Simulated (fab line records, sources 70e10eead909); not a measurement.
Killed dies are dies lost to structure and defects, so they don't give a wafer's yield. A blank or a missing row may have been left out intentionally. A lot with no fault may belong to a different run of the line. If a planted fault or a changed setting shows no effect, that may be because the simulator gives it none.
Matching of chambers :: flow nandHarc :: rieDiel-08 running NHARC_A_CHANNEL_FILL_D1_STRIP_28: 4 sister chambers
The step strips in O2, time 20 s. 20 wafers are shown with their chamber, then 10 later ones without.

== WAFERS, EACH WITH ITS CHAMBER ==
wafer: L074.3
chamber: 2
drypumpMotorCurrentA (A): 5.25
oesProductAu (a.u.): 1.004
rfVppV (V): 58.8

wafer: L074.4
chamber: 1
drypumpMotorCurrentA (A): 5.55
oesProductAu (a.u.): 1.001
rfVppV (V): 58.4

wafer: L074.5
chamber: 3
drypumpMotorCurrentA (A): 5.60
oesProductAu (a.u.): 0.999
rfVppV (V): 56.3

wafer: L076.1
chamber: 0
drypumpMotorCurrentA (A): 5.86
oesProductAu (a.u.): 1.007
rfVppV (V): 58.7

wafer: L076.3
chamber: 3
drypumpMotorCurrentA (A): 5.63
oesProductAu (a.u.): 0.990
rfVppV (V): 56.4

wafer: L076.4
chamber: 2
drypumpMotorCurrentA (A): 5.25
oesProductAu (a.u.): 1.016
rfVppV (V): 57.9

wafer: L075.3
chamber: 0
drypumpMotorCurrentA (A): 5.87
oesProductAu (a.u.): 0.997
rfVppV (V): 58.0

wafer: L075.4
chamber: 1
drypumpMotorCurrentA (A): 5.55
oesProductAu (a.u.): 0.996
rfVppV (V): 58.5

wafer: L075.5
chamber: 1
drypumpMotorCurrentA (A): 5.56
oesProductAu (a.u.): 0.997
rfVppV (V): 59.1

wafer: L077.1
chamber: 3
drypumpMotorCurrentA (A): 5.57
oesProductAu (a.u.): 0.991
rfVppV (V): 57.8

wafer: L077.2
chamber: 0
drypumpMotorCurrentA (A): 5.86
oesProductAu (a.u.): 0.998
rfVppV (V): 57.8

wafer: L077.5
chamber: 2
drypumpMotorCurrentA (A): 5.27
oesProductAu (a.u.): 1.005
rfVppV (V): 59.4

wafer: L079.2
chamber: 0
drypumpMotorCurrentA (A): 5.90
oesProductAu (a.u.): 0.998
rfVppV (V): 58.6

wafer: L079.4
chamber: 1
drypumpMotorCurrentA (A): 5.58
oesProductAu (a.u.): 1.006
rfVppV (V): 57.7

wafer: L079.5
chamber: 1
drypumpMotorCurrentA (A): 5.58
oesProductAu (a.u.): 0.996
rfVppV (V): 57.8

wafer: L081.4
chamber: 1
drypumpMotorCurrentA (A): 5.56
oesProductAu (a.u.): 0.996
rfVppV (V): 59.1

wafer: L081.5
chamber: 3
drypumpMotorCurrentA (A): 5.58
oesProductAu (a.u.): 0.990
rfVppV (V): 57.5

wafer: L081.6
chamber: 2
drypumpMotorCurrentA (A): 5.28
oesProductAu (a.u.): 1.016
rfVppV (V): 56.3

wafer: L083.2
chamber: 2
drypumpMotorCurrentA (A): 5.25
oesProductAu (a.u.): 1.018
rfVppV (V): 57.6

wafer: L083.3
chamber: 1
drypumpMotorCurrentA (A): 5.56
oesProductAu (a.u.): 1.006
rfVppV (V): 59.1

SIGNATURES, as means of the wafers listed above
reading: drypumpMotorCurrentA
chamber 0: 5.8725
chamber 1: 5.5629
chamber 2: 5.2600
chamber 3: 5.5950
scatter within a chamber: 0.0175

reading: oesProductAu
chamber 0: 1.00000
chamber 1: 0.99971
chamber 2: 1.01180
chamber 3: 0.99250
scatter within a chamber: 0.0052

reading: rfVppV
chamber 0: 58.275
chamber 1: 58.529
chamber 2: 58.000
chamber 3: 57.000
scatter within a chamber: 0.799
Rule: a wafer lies at a distance from a chamber equal to the root of the sum of squares, over the readings, of (its reading less the chamber's mean, divided by the reading's scatter). If the next closest chamber is less than 2 further off than the closest, the wafer can't be placed; otherwise it belongs to the closest. The scatter: take each reading less its chamber's mean, square it, sum over the shown wafers, divide by the number of wafers less the number of chambers, and take the root.

== WAFERS WITH NO CHAMBER GIVEN ==
wafer: L083.4
drypumpMotorCurrentA (A): 5.64
oesProductAu (a.u.): 0.987
rfVppV (V): 56.6

wafer: L092.1
drypumpMotorCurrentA (A): 5.56
oesProductAu (a.u.): 0.987
rfVppV (V): 59.1

wafer: L092.3
drypumpMotorCurrentA (A): 5.62
oesProductAu (a.u.): 0.999
rfVppV (V): 56.3

wafer: L092.4
drypumpMotorCurrentA (A): 5.27
oesProductAu (a.u.): 1.009
rfVppV (V): 59.1

wafer: L097.2
drypumpMotorCurrentA (A): 5.28
oesProductAu (a.u.): 1.014
rfVppV (V): 58.8

wafer: L097.4
drypumpMotorCurrentA (A): 5.56
oesProductAu (a.u.): 1.002
rfVppV (V): 57.0

wafer: L097.6
drypumpMotorCurrentA (A): 5.25
oesProductAu (a.u.): 1.011
rfVppV (V): 58.5

wafer: L096.2
drypumpMotorCurrentA (A): 5.28
oesProductAu (a.u.): 1.013
rfVppV (V): 58.4

wafer: L096.3
drypumpMotorCurrentA (A): 5.87
oesProductAu (a.u.): 1.004
rfVppV (V): 58.5

wafer: L096.6
drypumpMotorCurrentA (A): 5.27
oesProductAu (a.u.): 1.004
rfVppV (V): 56.9

== THE CHAMBER EACH PASSED THROUGH ==
wafer: L083.4
from the rows above: 3
in truth: 3

wafer: L092.1
from the rows above: can't be placed: 1 or 3
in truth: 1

wafer: L092.3
from the rows above: 3
in truth: 3

wafer: L092.4
from the rows above: 2
in truth: 2

wafer: L097.2
from the rows above: 2
in truth: 2

wafer: L097.4
from the rows above: can't be placed: 1 or 3
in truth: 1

wafer: L097.6
from the rows above: 2
in truth: 2

wafer: L096.2
from the rows above: 2
in truth: 2

wafer: L096.3
from the rows above: 0
in truth: 0

wafer: L096.6
from the rows above: 2
in truth: 2
Correct placement for 8 of the 10. Unplaceable from these rows: 2, with the true chamber sitting among the candidates in 2. Wrongly placed: 0.
